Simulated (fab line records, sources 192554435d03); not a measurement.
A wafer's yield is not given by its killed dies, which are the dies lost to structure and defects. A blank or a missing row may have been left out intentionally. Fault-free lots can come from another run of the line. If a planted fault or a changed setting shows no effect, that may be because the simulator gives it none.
fab line records	flow n5_finfet
record lots=11	wafers=31	last_day=18
route steps=1938 shown GATE_CUT@510 PAD_METAL@1895 PASSIVATION@1909
lots that met no fault: taken from a fault-free run of the same line
start_h: hours from the record's opening day to when the first of the lot's shown wafers began	wait_h: hours elapsed since this lot's preceding step	" unchanged from the row above	L1.1+2: one row covering several wafers at once	- no value present, or no start provided	* or withheld: withheld	< > ~ a bound
route shown NAME@n: NAME is a module with steps in the file, n the number in the route of the first one	usual: mean/standard deviation taken from wafers without a fault	same: alike in all rows	chamber/n: place in a boat	sites: each site's reading	_std_site: their standard deviation	_edge_site: the outer-site mean with the inner-site mean subtracted	radius_mm: for every site, how far away it sits from the centre of the wafer	mask NAME#n: copy n	behind: the most recent tool/chamber to have shaped the wafer	hold: why the lot went on hold/how many hours it stayed there/how the hold came to an end	device: transistor that didn't switch, given as n, p or np	end of line: tests of these same wafers at the route's end	a step with no rows: only its recipe	killed: not the wafer's yield, but the dies lost to structure and defects at the first sort	map: dies across one wafer; x = killed, . = not, _ = none there
set.NAME: the setting the step ran with; set.NAME@STEP: the setting that earlier step ran with	model.NAME: the simulator's own value behind a step, which no gauge read
one table for each step of the route and one row for each wafer, over a sample of lots
services: when a tool's chamber went out of use (start_h, in hours from the record's first day, below 0 if earlier), for how many hours, and the reason
## steps
# step N5_GATE_CUT_ALD_22
# recipe material=SiNx	target_thk_a=160	temp_c=400	ald_precursor_family=SiH2I2	ald_co_reactant=N2/H2-plasma	pulse_time_s=1	ald_cycles=320	purge_time_s=2	co_reactant_purge_time_s=2	pressure_torr=2
# usual heater_power_w=802/73	precursor_pulse_height_rel=1.001/0.019
# same pulse_time_s=1
lot.wafer	tool	chamber	start_h	wait_h	heater_power_w	precursor_pulse_height_rel
L160.1	ald_sin-01	0	89.72	0.8	786	1.017
L160.5	"	0	"	"	804	0.987
L160.6	"	3	"	"	811	0.992
L161.2	ald_sin-04	2	95.57	0.4	798	0.990
L161.5	"	3	"	"	684	0.977
L161.6	"	2	"	"	791	1.014
L164.4	ald_sin-04	2	114.06	0.0	791	1.010
L164.5	"	2	"	"	774	0.990
L164.6	"	1	"	"	857	0.999
L165.1	ald_sin-04	0	115.52	0.2	678	0.978
L165.3	"	3	"	"	695	1.006
L165.4	"	2	"	"	760	1.017
L167.2	ald_sin-04	0	125.28	0.3	686	1.009
L167.3	"	2	"	"	782	0.963
L167.5	"	0	"	"	681	1.036
L170.1	ald_sin-04	0	147.80	0.0	693	1.006
L170.4	"	3	"	"	668	1.004
L170.6	"	2	"	"	777	0.981
L171.1	ald_sin-01	2	157.46	0.0	873	0.989
L171.4	"	0	"	"	785	1.030
L171.6	"	2	"	"	876	0.988
L172.1	ald_sin-04	0	160.46	0.0	685	0.982
L172.3	"	1	"	"	845	1.021
L174.3	ald_sin-04	2	170.39	0.0	794	0.998
L174.5	"	2	"	"	785	0.987
L179.1	ald_sin-04	3	202.46	0.4	669	0.992
L179.5	"	2	"	"	782	0.954
L179.6	"	0	"	"	694	1.022
L181.1	ald_sin-04	3	212.69	0.0	690	0.996
L181.2	"	0	"	"	668	0.999
L181.4	"	1	"	"	857	0.990
# step N5_PASSIVATION_SPUTTER_20
# recipe material=TaN	target_thk_a=500	temp_c=25	chamber_pressure_pa=0.4
# usual throttle_valve_pct=30.2/0.69
lot.wafer	tool	chamber	start_h	wait_h	throttle_valve_pct
L160.1	pvd_sputter-03	-	284.85	0.0	29.6
L160.5	"	-	"	"	29.4
L160.6	"	-	"	"	29.5
L161.2	pvd_sputter-02	-	301.81	0.0	30.6
L161.5	"	-	"	"	30.2
L161.6	"	-	"	"	30.8
L165.1	pvd_sputter-01	-	306.21	0.0	30.9
L165.3	"	-	"	"	29.3
L165.4	"	-	"	"	30.0
L164.4	pvd_sputter-01	-	317.53	0.0	29.1
L164.5	"	-	"	"	30.1
L164.6	"	-	"	"	29.3
L167.2	pvd_sputter-01	-	323.23	0.0	31.0
L167.3	"	-	"	"	29.6
L167.5	"	-	"	"	29.5
L170.1	pvd_sputter-03	-	345.66	0.0	29.0
L170.4	"	-	"	"	29.9
L170.6	"	-	"	"	29.7
L172.1	pvd_sputter-03	-	359.95	0.0	30.2
L172.3	"	-	"	"	29.8
L174.3	pvd_sputter-03	-	368.87	0.0	29.7
L174.5	"	-	"	"	30.2
L171.1	pvd_sputter-02	-	374.66	0.0	30.0
L171.4	"	-	"	"	30.9
L171.6	"	-	"	"	31.6
L179.1	pvd_sputter-01	-	406.10	0.0	30.9
L179.5	"	-	"	"	31.1
L179.6	"	-	"	"	31.1
L181.1	pvd_sputter-03	-	424.66	0.0	29.6
L181.2	"	-	"	"	29.8
L181.4	"	-	"	"	29.4
# step N5_PASSIVATION_AL_ETCH_33
# recipe chemistry=Cl2/BCl3	target_depth_a=28000	over_etch_frac=0.15	Cl2_flow_sccm=180	bcl3_flow_sccm=60	target=Al	stop_on=TaN	time_s=466.7	ion_energy_ev=100	pressure_mtorr=10	icp_w=900	bias_w=100
# usual chamber_pressure_mTorr=9.999/0.0088	drypump_motor_current_A=5.7/0.39	oes_product_au=0.74/0.06	rf_fwd_power_W=898.5/2.9	throttle_valve_pct=34.4/0.49
lot.wafer	tool	chamber	start_h	wait_h	chamber_pressure_mTorr	drypump_motor_current_A	oes_product_au	rf_fwd_power_W	rf_hours_counter_h	throttle_valve_pct
L160.1	rie_metal-03	1	285.72	0.1	9.990	6.2	0.73	901.1	31	34.1
L160.5	"	1	"	"	9.984	6.2	0.72	902.9	-	34.0
L160.6	"	0	"	"	10.003	5.4	0.72	897.8	-	34.1
L161.2	rie_metal-02	1	302.74	0.1	9.995	5.6	0.73	894.4	34	35.0
L161.5	"	1	"	"	10.008	5.7	0.73	896.4	-	35.0
L161.6	"	0	"	"	9.988	5.8	0.56	900.6	-	34.6
L165.1	rie_metal-03	0	307.11	0.1	9.991	5.3	0.72	895.4	36	34.0
L165.3	"	0	"	"	9.985	5.4	0.73	898.0	-	33.9
L165.4	"	1	"	"	9.998	6.2	0.73	898.0	-	34.0
L164.4	rie_metal-03	1	318.58	0.2	9.991	6.2	0.72	899.1	-	34.0
L164.5	"	0	"	"	9.994	5.3	0.71	892.0	-	34.0
L164.6	"	1	"	"	9.988	6.2	0.72	897.0	-	34.0
L167.2	rie_metal-03	1	324.00	0.1	9.992	6.2	0.72	894.9	36	34.0
L167.3	"	0	"	"	10.012	5.3	0.72	904.0	-	34.0
L167.5	"	0	"	"	9.990	5.3	0.73	898.4	-	34.0
L170.1	rie_metal-02	1	346.43	0.1	9.992	5.6	0.71	898.2	39	35.0
L170.4	"	1	"	"	9.999	5.6	0.71	901.2	-	35.0
L170.6	"	1	"	"	9.998	5.6	0.72	899.8	-	35.0
L172.1	rie_metal-03	0	360.76	0.1	10.000	5.3	0.73	896.8	42	33.9
L172.3	"	0	"	"	9.997	5.3	0.72	893.6	-	33.9
L174.3	rie_metal-01	0	370.15	0.2	9.989	5.2	0.80	899.8	-	33.8
L174.5	"	0	"	"	9.997	5.2	0.80	900.3	-	33.8
L171.1	rie_metal-03	1	375.95	0.1	10.002	6.2	0.70	897.0	40	34.0
L171.4	"	0	"	"	10.003	5.3	0.69	903.0	-	34.0
L171.6	"	0	"	"	9.996	5.3	0.71	905.0	-	34.0
L179.1	rie_metal-03	1	407.20	0.1	9.991	6.2	0.70	903.3	44	34.0
L179.5	"	1	"	"	9.992	6.2	0.70	901.3	-	34.0
L179.6	"	0	"	"	10.011	5.3	0.70	897.0	-	34.0
L181.1	rie_metal-01	1	425.53	0.1	10.006	6.2	0.78	899.1	12	34.9
L181.2	"	0	"	"	10.011	5.2	0.78	901.7	13	33.9
L181.4	"	1	"	"	10.007	6.2	0.77	900.2	-	34.9
# step N5_PASSIVATION_PASS_ETCH_47
# recipe chemistry=CF4/O2	target=SiNx	target_depth_a=7700	time_s=385	ion_energy_ev=100	pressure_mtorr=40	source_w=535	bias_w=49	Ar_flow_sccm=100	cf4_flow_sccm=100	O2_flow_sccm=10
# usual chamber_pressure_mTorr=40.00/0.03	drypump_motor_current_A=5.6/0.52	oes_o_777_au=0.81/0.1	oes_product_au=0.80/0.093	rf_fwd_power_W=534.1/1.8	rf_vpp_V=237/6.3	showerhead_plenum_p_Torr=2.20/0.048	throttle_valve_pct=15.86/0.23
lot.wafer	tool	chamber	start_h	wait_h	chamber_pressure_mTorr	drypump_motor_current_A	oes_o_777_au	oes_product_au	rf_fwd_power_W	rf_hours_counter_h	rf_vpp_V	showerhead_plenum_p_Torr	throttle_valve_pct
L160.1	rie_diel-05	3	287.88	0.0	39.97	5.6	0.96	0.96	533.2	12	239	2.25	15.53
L160.5	"	2	"	"	40.03	6.0	0.81	0.81	532.2	-	227	2.15	15.73
L160.6	"	1	"	"	39.96	4.9	0.67	0.67	537.3	-	236	2.19	15.87
L161.2	rie_diel-05	2	304.73	0.0	40.03	5.9	0.81	0.80	534.4	98	228	2.15	15.74
L161.5	"	0	"	"	39.98	6.3	0.71	0.75	532.9	-	231	2.12	15.91
L161.6	"	1	"	"	40.03	5.0	0.66	0.67	532.0	-	236	2.19	15.84
L165.1	rie_diel-05	0	308.92	0.0	40.01	6.3	0.71	0.75	534.4	172	232	2.11	15.91
L165.3	"	2	"	"	39.98	5.9	0.80	0.81	535.5	99	227	2.15	15.75
L165.4	"	2	"	"	39.99	5.9	0.80	0.80	536.8	-	228	2.14	15.76
L164.4	rie_diel-06	3	320.45	0.0	39.97	4.8	0.81	0.82	535.5	84	244	2.14	15.44
L164.5	"	2	"	"	40.02	5.4	0.88	0.86	534.0	-	243	2.21	15.68
L164.6	"	1	"	"	40.02	6.5	0.80	0.78	531.9	-	241	2.20	15.38
L167.2	rie_diel-02	0	330.46	0.0	39.96	6.2	0.95	0.92	534.5	12	246	2.24	15.88
L167.3	"	3	"	"	40.01	5.3	0.87	0.87	534.8	42	230	2.25	16.03
L167.5	"	0	"	"	39.98	6.2	0.96	0.92	532.8	-	247	2.24	15.89
L170.1	rie_diel-02	0	348.58	0.0	40.01	6.2	0.93	0.89	532.4	23	247	2.24	15.90
L170.4	"	3	"	"	39.98	5.3	0.86	0.85	534.6	53	230	2.25	16.04
L170.6	"	3	"	"	39.99	5.3	0.86	0.85	534.8	-	230	2.25	16.07
L172.1	rie_diel-05	2	362.44	0.0	40.01	5.9	0.78	0.78	532.6	125	227	2.14	15.80
L172.3	"	0	"	"	40.02	6.3	0.69	0.72	534.6	197	231	2.11	15.96
L174.3	rie_diel-06	1	371.82	0.0	40.00	6.5	0.79	0.76	531.7	140	240	2.19	15.42
L174.5	"	3	"	"	40.01	4.8	0.79	0.80	532.6	-	244	2.14	15.48
L171.1	rie_diel-02	1	377.78	0.0	40.02	5.8	0.75	0.71	536.4	211	238	2.18	16.19
L171.4	"	3	"	"	40.03	5.3	0.84	0.83	534.1	65	228	2.24	16.09
L171.6	"	2	"	"	39.97	5.1	1.00	0.99	532.0	-	238	2.25	15.60
L179.1	rie_diel-02	0	409.11	0.0	39.93	6.1	0.89	0.85	536.0	49	247	2.23	15.94
L179.5	"	1	"	"	40.02	5.8	0.74	0.70	536.4	-	239	2.17	16.24
L179.6	"	2	"	"	39.95	5.1	0.97	0.94	531.3	-	236	2.24	15.62
L181.1	rie_diel-06	0	427.70	0.0	39.98	5.3	0.90	0.95	535.8	7	231	2.25	15.77
L181.2	"	1	"	"	40.01	6.5	0.77	0.74	535.2	165	239	2.18	15.47
L181.4	"	1	"	"	39.95	6.5	0.77	0.74	537.6	-	240	2.18	15.48
# step N5_PASSIVATION_PROBE_49
# usual defect_limited_yield=91.3/1.4	killed_at_M0_to_M3=36/10	killed_at_M4_up=13/5.4	killed_at_contacts=12/5.3	killed_at_front_end=39/10	killed_at_other=3.2/2.7	killed_dies=103/16	killed_open=68/13	killed_short=33/6.6	sort_bin_5_function=5.1/0.92	sort_bin_6_memory=3.3/0.68	sort_bin_8_speed=0.1/0.41	sort_n_pass=1077/17	sort_yield_pct=91.2/1.4
# same gross_dies=1180	killed_at_back_side=0	sort_bin_4_leakage[%]=0
lot.wafer	tool	chamber	start_h	wait_h	defect_limited_yield[%]	killed_at_M0_to_M3	killed_at_M4_up	killed_at_contacts	killed_at_front_end	killed_at_other	killed_dies	killed_open	killed_short	sort_bin_5_function[%]	sort_bin_6_memory[%]	sort_bin_8_speed[%]	sort_n_pass	sort_yield_pct[%]
L160.1	prober-01	-	290.89	0.0	91.8	37	6	23	31	0	97	63	33	4.7	3.2	0	1083	91.8
L160.5	prober-01	-	291.09	0.2	91.0	45	8	11	39	3	106	69	34	4.9	3.5	0	1074	91.0
L160.6	prober-01	-	291.14	0.3	91.4	51	8	11	31	1	102	67	34	5.9	2.4	0.2	1076	91.2
L161.2	prober-02	-	307.79	0.1	91.9	34	21	10	29	2	96	66	30	4.2	3.5	0	1084	91.9
L161.5	prober-02	-	307.94	0.2	91.9	33	14	9	38	1	95	57	36	4.5	3.2	0	1085	91.9
L161.6	prober-02	-	307.99	0.3	92.1	29	15	12	28	9	93	56	35	5.1	2.7	0	1087	92.1
L165.1	prober-01	-	311.93	0.0	89.9	31	14	14	58	2	119	83	36	5.9	3.6	0	1061	89.9
L165.3	prober-01	-	312.03	0.1	90.6	27	15	14	54	1	111	74	35	6.0	3.2	0	1069	90.6
L165.4	prober-01	-	312.08	0.2	88.9	51	14	10	54	2	131	90	38	6.9	3.8	0	1049	88.9
L164.4	prober-01	-	323.60	0.2	90.3	36	23	13	41	1	114	80	32	6.2	3.2	0.2	1064	90.2
L164.5	prober-01	-	323.65	0.2	89.2	62	7	15	42	1	127	90	35	6.9	3.8	0.1	1052	89.2
L164.6	prober-01	-	323.70	0.3	91.9	46	12	15	21	2	96	63	32	4.7	3.2	0.8	1074	91.0
L167.2	prober-01	-	333.57	0.1	92.5	26	15	12	36	0	89	55	34	4.8	2.5	0	1091	92.5
L167.3	prober-01	-	333.62	0.1	91.6	27	8	24	38	2	99	65	34	4.9	3.2	0.3	1078	91.4
L167.5	prober-01	-	333.72	0.2	90.7	35	11	20	42	2	110	74	36	5.5	3.4	0	1070	90.7
L170.1	prober-01	-	351.59	0.0	90.3	51	16	17	30	0	114	72	41	5.9	3.6	0	1066	90.3
L170.4	prober-01	-	351.74	0.2	89.8	49	23	22	21	5	120	85	31	5.9	3.8	0	1060	89.8
L170.6	prober-01	-	351.84	0.3	90.8	43	12	10	39	4	108	72	36	4.9	3.9	0	1072	90.8
L172.1	prober-01	-	365.61	0.2	91.2	23	18	19	33	11	104	72	31	5.8	3.0	0	1076	91.2
L172.3	prober-01	-	365.71	0.3	92.0	30	17	10	34	3	94	54	39	4.7	2.7	0	1086	92.0
L174.3	prober-02	-	374.92	0.1	91.8	31	20	13	33	0	97	77	19	5.5	2.7	0	1083	91.8
L174.5	prober-02	-	375.02	0.2	92.6	34	10	16	27	0	87	54	31	4.2	3.0	0	1093	92.6
L171.1	prober-02	-	380.80	0.0	90.8	50	18	5	33	3	109	61	46	5.1	3.8	0	1071	90.8
L171.4	prober-02	-	380.95	0.2	92.7	32	8	7	28	11	86	61	24	3.8	3.1	0	1094	92.7
L171.6	prober-02	-	381.05	0.3	92.6	26	16	2	32	11	87	54	31	4.2	2.9	0.1	1092	92.5
L179.1	prober-02	-	412.14	0.0	79.9	40	14	6	175	2	237	62	32	13.4	4.3	0	943	79.9
L179.5	prober-02	-	412.34	0.2	80.0	24	10	15	183	4	236	64	35	12.7	4.3	0	944	80.0
L179.6	prober-02	-	412.39	0.3	80.5	32	14	10	170	4	230	69	32	12.0	4.9	0	950	80.5
L181.1	prober-01	-	430.72	0.0	82.0	32	6	5	167	2	212	46	33	10.9	3.8	0	968	82.0
L181.2	prober-01	-	430.77	0.1	77.7	45	12	8	195	3	263	69	34	13.1	4.4	0.8	908	76.9
L181.4	prober-01	-	430.87	0.2	84.2	16	10	7	151	2	186	48	22	10.5	2.6	0.1	993	84.2
# killed by level:class
L160.1 MOL_CONTACT_COAG:geometric_particle:open=19 BEOL_M0_SAQP:geometric_particle:open=9 GATE_CUT:geometric_particle:short=8 BEOL_M3:geometric_particle:open=7 BEOL_M0_SAQP:geometric_particle:short=6 FIN_SAQP:geometric_particle:open=5 FIN_SAQP:geometric_particle:short=5 BEOL_M2:geometric_particle:open=5
L160.5 FIN_SAQP:geometric_particle:open=13 MOL_CONTACT_COAG:geometric_particle:open=10 BEOL_M3:geometric_particle:open=9 BEOL_M0_SAQP:geometric_particle:open=8 BEOL_M0:geometric_particle:short=8 BEOL_M0_SAQP:geometric_particle:short=6 FIN_SAQP:geometric_particle:short=5 STI_FIN_REVEAL:geometric_particle:open=4
L160.6 MOL_CONTACT_COAG:geometric_particle:open=10 BEOL_M2:geometric_particle:open=10 BEOL_M0_SAQP:geometric_particle:short=8 STI_FIN_REVEAL:geometric_particle:open=7 BEOL_M0_SAQP:geometric_particle:open=7 BEOL_M3:geometric_particle:open=7 GATE_CUT:geometric_particle:short=6 BEOL_M0:geometric_particle:short=5
L161.2 BEOL_M4:geometric_particle:open=15 MOL_CONTACT_COAG:geometric_particle:open=8 BEOL_M0:geometric_particle:open=7 BEOL_M0_SAQP:geometric_particle:short=5 BEOL_M0_SAQP:geometric_particle:open=5 BEOL_M2:geometric_particle:open=5 BEOL_M3:geometric_particle:open=5 FIN_SAQP:geometric_particle:open=4
L161.5 FIN_SAQP:geometric_particle:short=11 BEOL_M2:geometric_particle:open=9 STI_FIN_REVEAL:geometric_particle:open=8 MOL_CONTACT_COAG:geometric_particle:open=7 BEOL_M4:geometric_particle:open=7 BEOL_M0_SAQP:geometric_particle:short=5 BEOL_M0_SAQP:geometric_particle:open=5 BEOL_M1:geometric_particle:short=5
L161.6 MOL_CONTACT_COAG:geometric_particle:open=11 BEOL_M0_SAQP:geometric_particle:short=8 DUMMY_GATE:geometric_particle:open=7 BEOL_M2:geometric_particle:open=7 BEOL_M1:geometric_particle:open=6 FIN_SAQP:geometric_particle:open=4 GATE_CUT:geometric_particle:short=4 PAD_METAL:geometric_particle:short=4
L165.1 FIN_SAQP:geometric_particle:open=18 BEOL_M3:geometric_particle:open=12 STI_FIN_REVEAL:geometric_particle:open=11 MOL_CONTACT_COAG:geometric_particle:open=11 FIN_SAQP:geometric_particle:short=8 BEOL_M4:geometric_particle:open=7 GATE_CUT:geometric_particle:short=4 BEOL_M3:geometric_particle:short=4
L165.3 STI_FIN_REVEAL:geometric_particle:open=18 MOL_CONTACT_COAG:geometric_particle:open=13 FIN_SAQP:geometric_particle:short=12 BEOL_M3:geometric_particle:open=9 FIN_SAQP:geometric_particle:open=8 BEOL_M4:geometric_particle:open=7 BEOL_M0_SAQP:geometric_particle:short=4 BEOL_M2:geometric_particle:open=4
L165.4 STI_FIN_REVEAL:geometric_particle:open=22 BEOL_M0_SAQP:geometric_particle:short=14 BEOL_M3:geometric_particle:open=13 BEOL_M0_SAQP:geometric_particle:open=10 FIN_SAQP:geometric_particle:open=7 BEOL_M4:geometric_particle:open=6 MOL_CONTACT_COAG:geometric_particle:open=6 BEOL_M1:geometric_particle:open=6
L164.4 STI_FIN_REVEAL:geometric_particle:open=13 BEOL_M4:geometric_particle:open=13 MOL_CONTACT_COAG:geometric_particle:open=11 BEOL_M0_SAQP:geometric_particle:short=9 BEOL_M2:geometric_particle:open=8 STI_FIN_REVEAL:geometric_particle:short=6 GATE_CUT:geometric_particle:open=5 BEOL_M1:geometric_particle:open=5
L164.5 BEOL_M0_SAQP:geometric_particle:short=12 BEOL_M0:geometric_particle:open=11 MOL_CONTACT_COAG:geometric_particle:open=11 BEOL_M0_SAQP:geometric_particle:open=11 BEOL_M3:geometric_particle:open=9 BEOL_M1:geometric_particle:open=8 FIN_SAQP:geometric_particle:open=7 GATE_CUT:geometric_particle:open=6
L164.6 MOL_CONTACT_COAG:geometric_particle:open=12 BEOL_M0_SAQP:geometric_particle:open=11 BEOL_M0_SAQP:geometric_particle:short=11 BEOL_M3:geometric_particle:open=9 FIN_SAQP:geometric_particle:short=6 STI_FIN_REVEAL:geometric_particle:open=6 BEOL_M2:geometric_particle:open=4 BEOL_M5:geometric_particle:open=4
L167.2 BEOL_M4:geometric_particle:open=12 BEOL_M0_SAQP:geometric_particle:short=12 DUMMY_GATE:geometric_particle:open=8 MOL_CONTACT_COAG:geometric_particle:open=8 BEOL_M0_SAQP:geometric_particle:open=6 FIN_SAQP:geometric_particle:short=5 FIN_SAQP:geometric_particle:open=5 ILD0:geometric_particle:short=5
L167.3 MOL_CONTACT_COAG:geometric_particle:open=19 STI_FIN_REVEAL:geometric_particle:open=9 BEOL_M0_SAQP:geometric_particle:short=6 BEOL_M0_SAQP:geometric_particle:open=6 FIN_SAQP:geometric_particle:short=5 MOL_CONTACT_COAG:geometric_particle:short=5 BEOL_M3:geometric_particle:open=5 DUMMY_GATE:geometric_particle:short=4
L167.5 MOL_CONTACT_COAG:geometric_particle:open=13 FIN_SAQP:geometric_particle:open=10 BEOL_M0_SAQP:geometric_particle:short=10 BEOL_M4:geometric_particle:open=8 BEOL_M2:geometric_particle:open=8 MOL_CONTACT_COAG:geometric_particle:short=7 BEOL_M0_SAQP:geometric_particle:open=7 BEOL_M3:geometric_particle:open=7
L170.1 MOL_CONTACT_COAG:geometric_particle:open=15 FIN_SAQP:geometric_particle:short=11 BEOL_M3:geometric_particle:open=11 BEOL_M0_SAQP:geometric_particle:short=11 BEOL_M2:geometric_particle:open=9 BEOL_M1:geometric_particle:open=8 STI_FIN_REVEAL:geometric_particle:open=6 GATE_CUT:geometric_particle:short=5
L170.4 MOL_CONTACT_COAG:geometric_particle:open=16 BEOL_M0_SAQP:geometric_particle:open=10 BEOL_M4:geometric_particle:open=9 BEOL_M2:geometric_particle:open=8 BEOL_M0:geometric_particle:open=7 BEOL_M3:geometric_particle:open=7 MOL_CONTACT_COAG:geometric_particle:short=6 BEOL_M0_SAQP:geometric_particle:short=6
L170.6 BEOL_M2:geometric_particle:open=13 FIN_SAQP:geometric_particle:open=11 BEOL_M0_SAQP:geometric_particle:short=9 MOL_CONTACT_COAG:geometric_particle:open=8 BEOL_M4:geometric_particle:open=7 BEOL_M0_SAQP:geometric_particle:open=5 FIN_SAQP:geometric_particle:short=4 DUMMY_GATE:geometric_particle:open=4
L172.1 MOL_CONTACT_COAG:geometric_particle:open=15 BEOL_M4:geometric_particle:open=11 FIN_SAQP:geometric_particle:open=8 BEOL_M0_SAQP:geometric_particle:open=8 DUMMY_GATE:geometric_particle:open=7 BEOL_M0_SAQP:geometric_particle:short=6 MOL_CONTACT_COAG:geometric_particle:short=4 PASS1_DEP:geometric_particle:short=4
L172.3 BEOL_M0_SAQP:geometric_particle:short=11 BEOL_M2:geometric_particle:open=10 FIN_SAQP:geometric_particle:short=9 FIN_SAQP:geometric_particle:open=8 BEOL_M4:geometric_particle:open=8 MOL_CONTACT_COAG:geometric_particle:open=5 MOL_CONTACT_COAG:geometric_particle:short=5 BEOL_M3:geometric_particle:open=5
L174.3 MOL_CONTACT_COAG:geometric_particle:open=11 BEOL_M1:geometric_particle:open=9 BEOL_M0_SAQP:geometric_particle:open=8 BEOL_M4:geometric_particle:open=8 DUMMY_GATE:geometric_particle:open=7 FIN_SAQP:geometric_particle:open=6 BEOL_M0_SAQP:geometric_particle:short=5 BEOL_M0:geometric_particle:open=5
L174.5 BEOL_M0_SAQP:geometric_particle:open=12 MOL_CONTACT_COAG:geometric_particle:open=10 FIN_SAQP:geometric_particle:short=8 BEOL_M0:geometric_particle:open=7 MOL_CONTACT_COAG:geometric_particle:short=6 BEOL_M0_SAQP:geometric_particle:short=6 FIN_SAQP:geometric_particle:open=4 BEOL_M1:geometric_particle:open=4
L171.1 BEOL_M0_SAQP:geometric_particle:short=18 BEOL_M0_SAQP:geometric_particle:open=12 BEOL_M1:geometric_particle:open=8 STI_FIN_REVEAL:geometric_particle:open=8 BEOL_M4:geometric_particle:open=7 BEOL_M3:geometric_particle:open=6 STARTING-WAFER:geometric_particle:short=5 FIN_SAQP:geometric_particle:open=4
L171.4 BEOL_M1:geometric_particle:open=11 STI_FIN_REVEAL:geometric_particle:open=10 BEOL_M2:geometric_particle:open=7 FIN_SAQP:geometric_particle:short=6 MOL_CONTACT_COAG:geometric_particle:open=6 BEOL_M0_SAQP:geometric_particle:short=5 BEOL_M3:geometric_particle:open=5 FIN_SAQP:geometric_particle:open=4
L171.6 BEOL_M0_SAQP:geometric_particle:open=13 STI_FIN_REVEAL:geometric_particle:open=9 FIN_SAQP:geometric_particle:open=6 BEOL_M0_SAQP:geometric_particle:short=6 FIN_SAQP:geometric_particle:short=5 BEOL_M4:geometric_particle:open=5 BEOL_M3:geometric_particle:open=3 BEOL_M7:geometric_particle:open=3
L179.1 GATE_CUT:unspecified=140 BEOL_M1:geometric_particle:open=13 BEOL_M3:geometric_particle:open=10 FIN_SAQP:geometric_particle:open=9 BEOL_M4:geometric_particle:open=7 FIN_SAQP:geometric_particle:short=7 STI_FIN_REVEAL:geometric_particle:open=6 BEOL_M2:geometric_particle:short=5
L179.5 GATE_CUT:unspecified=137 STI_FIN_REVEAL:geometric_particle:open=14 MOL_CONTACT_COAG:geometric_particle:open=13 FIN_SAQP:geometric_particle:short=7 FIN_SAQP:geometric_particle:open=5 BEOL_M0_SAQP:geometric_particle:open=5 BEOL_M0_SAQP:geometric_particle:short=5 GATE_CUT:geometric_particle:short=4
L179.6 GATE_CUT:unspecified=129 STI_FIN_REVEAL:geometric_particle:open=12 FIN_SAQP:geometric_particle:short=10 MOL_CONTACT_COAG:geometric_particle:open=10 FIN_SAQP:geometric_particle:open=8 BEOL_M1:geometric_particle:open=7 BEOL_M4:geometric_particle:open=7 BEOL_M0_SAQP:geometric_particle:open=6
L181.1 GATE_CUT:unspecified=133 BEOL_M0_SAQP:geometric_particle:short=12 FIN_SAQP:geometric_particle:open=9 BEOL_M0_SAQP:geometric_particle:open=8 ILD0:geometric_particle:short=7 BEOL_M1:geometric_particle:open=7 FIN_SAQP:geometric_particle:short=4 ILD0:geometric_particle:open=4
L181.2 GATE_CUT:unspecified=144 HKMG_FIN:area_etch=15 BEOL_M0_SAQP:geometric_particle:short=14 STI_FIN_REVEAL:geometric_particle:open=11 BEOL_M0_SAQP:geometric_particle:open=10 MOL_CONTACT_COAG:geometric_particle:open=8 BEOL_M1:geometric_particle:open=8 FIN_SAQP:geometric_particle:open=6
L181.4 GATE_CUT:unspecified=116 FIN_SAQP:geometric_particle:open=8 ILD0:geometric_particle:open=6 STARTING-WAFER:geometric_particle:open=6 BEOL_M0_SAQP:geometric_particle:short=5 MOL_CONTACT_COAG:geometric_particle:open=5 BEOL_M2:geometric_particle:open=5 ILD0:geometric_particle:short=4
## services
tool	chamber	start_h	hours	kind
pvd_sputter-03	-	68.31	24.3	repair
pvd_sputter-01	-	79.04	1.6	repair
rie_diel-06	3	89.22	5.0	repair
ald_sin-04	-	89.69	1.2	repair
rie_diel-05	1	121.32	1.8	repair
ald_sin-04	3	123.68	6.9	repair
rie_metal-03	-	165.67	2.8	pm
rie_diel-05	3	211.18	8.2	repair
rie_metal-03	0	226.36	4.4	repair
rie_diel-05	1	231.51	7.3	repair
ald_sin-04	-	268.38	14.0	pm
rie_diel-02	0	271.52	9.9	repair
rie_diel-02	3	287.60	16.7	repair
ald_sin-04	0	291.09	2.0	repair
ald_sin-04	2	299.66	12.2	repair
rie_diel-02	1	334.26	5.1	repair
pvd_sputter-01	-	367.25	3.0	repair
ald_sin-04	-	367.86	2.8	pm
rie_diel-05	2	374.65	24.2	repair
pvd_sputter-03	-	385.93	7.3	repair
rie_metal-03	0	387.08	9.1	repair
rie_diel-05	2	401.37	11.0	repair
rie_diel-02	3	401.91	5.7	repair
rie_diel-05	2	413.41	9.1	repair
## key
first_sign step=N5_PASSIVATION_PROBE_49	reading=killed_at_front_end	direction=up	sigmas=13	usual=39	struck=174
effect step=N5_PASSIVATION_PROBE_49	reading=defect_limited_yield	direction=down	sigmas=7.7	usual=91.3	struck=80.7
more_kills_born_at N5_GATE_CUT_ALD_22@ald_sin-04=799
met_at N5_GATE_CUT_ALD_22
struck_lots L179,L181
baseline_loss step=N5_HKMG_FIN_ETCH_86	wafers=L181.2
not_acting_at N5_PASSIVATION_SPUTTER_20,N5_PASSIVATION_AL_ETCH_33,N5_PASSIVATION_PASS_ETCH_47
onset_between 170.39 202.46
also_fits time
fault kind=chamber_particle_source	tool=ald_sin-04	chamber=-	onset_h=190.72	steps=N5_GATE_CUT_ALD_22	rate_per_visit_cm2=1.2995	end_h=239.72
# baseline_loss: these wafers lose ten dies or more at that step, a loss of the line's own and not of a fault; the sort's usual values leave them out
